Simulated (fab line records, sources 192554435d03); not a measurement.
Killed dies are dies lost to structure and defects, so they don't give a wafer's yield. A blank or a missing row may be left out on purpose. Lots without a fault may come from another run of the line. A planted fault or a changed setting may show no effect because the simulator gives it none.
Chamber matching | flow n5_finfet | N5_ILD0_CMP_03 on cmp-01: 4 sister chambers
The step polishes, stops on SiNx, t overpolish 1.9 s, target thk 197.38 nm. 4 wafers are shown with their chamber, then 12 later ones without.

WAFERS WITH THEIR CHAMBER
wafer  | chamber | motor_current_A (A)
L078.3 | 3       | 12.0
L086.1 | 0       | 12.9
L086.2 | 2       | 13.8
L086.4 | 1       | 11.6

WAFERS WITHOUT THEIR CHAMBER
wafer  | motor_current_A (A)
L088.2 | 14.3
L088.3 | 11.4
L088.5 | 11.9
L089.1 | 11.9
L089.3 | 12.0
L089.4 | 13.5
L091.1 | 12.7
L091.2 | 11.3
L091.4 | 13.7
L096.1 | 11.2
L096.5 | 11.9
L096.6 | 11.5

WHICH CHAMBER EACH WENT THROUGH
wafer  | from the rows above     | in truth
L088.2 | 2                       | 2
L088.3 | can't be placed: 1 or 3 | 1
L088.5 | can't be placed: 3 or 1 | 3
L089.1 | can't be placed: 3 or 1 | 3
L089.3 | can't be placed: 3 or 1 | 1
L089.4 | can't be placed: 2 or 0 | 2
L091.1 | 0                       | 0
L091.2 | can't be placed: 1 or 3 | 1
L091.4 | 2                       | 2
L096.1 | can't be placed: 1 or 3 | 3
L096.5 | can't be placed: 3 or 1 | 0
L096.6 | can't be placed: 1 or 3 | 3
Placed correctly: 3 of 12. Can't be placed from these rows: 9 (the true chamber is among the candidates in 8). Placed wrongly: 0.
How it was worked out, from the rows above alone: a wafer's distance from a chamber is the root of the sum, over the readings, of the square of ((its reading less the chamber's mean) divided by the reading's scatter). The wafer belongs to the nearest chamber; if the next one is less than 2 further off, it can't be placed. A chamber's mean is the mean of its shown wafers. The scatter: with one shown wafer a chamber, the root of the mean of the squares of how far each hidden wafer lies from its nearest shown one.
